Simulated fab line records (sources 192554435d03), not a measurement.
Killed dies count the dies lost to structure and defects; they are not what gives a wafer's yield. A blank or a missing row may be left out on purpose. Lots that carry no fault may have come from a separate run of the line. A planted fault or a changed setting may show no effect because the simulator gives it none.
Matching of chambers	flow n5Finfet	rieDiel-02 running N5_BEOL_M6_VIA_ETCH_34: 4 sister chambers
The step etches SiCOH lowk in C4F6/O2, target depth 126.3 nm, time 50.9 s. 4 wafers are shown with their chamber, then 10 later ones without.

== EACH WAFER AND ITS CHAMBER ==
wafer	chamber	rfVppV (V)
L085.4	1	690
L086.2	2	696
L086.5	3	655
L089.4	0	667

== WAFERS MISSING THEIR CHAMBER ==
wafer	rfVppV (V)
L089.6	656
L091.2	697
L091.5	697
L091.6	690
L094.1	691
L094.4	695
L094.5	691
L092.4	691
L092.5	696
L092.6	692

== EACH ONE'S CHAMBER ==
wafer	from the rows above	in truth
L089.6	3	3
L091.2	2	2
L091.5	2	2
L091.6	1	1
L094.1	1	1
L094.4	2	2
L094.5	1	1
L092.4	1	1
L092.5	2	2
L092.6	can't be placed: 1 or 2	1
Correct placement for 9 of the 10. From these rows, 1 cannot be placed; in 1 the true chamber is one of the candidates. 0 placed wrongly.
How it was worked out, from the rows above alone: a wafer's distance from a chamber is the root of the sum, over the readings, of the square of ((its reading less the chamber's mean) divided by the reading's scatter). If the next closest chamber is less than 2 further off than the closest, the wafer can't be placed; otherwise it belongs to the closest. For every chamber, the mean is computed from those of its wafers that are shown. The scatter: with one shown wafer a chamber, the root of the mean of the squares of how far each hidden wafer lies from its nearest shown one.
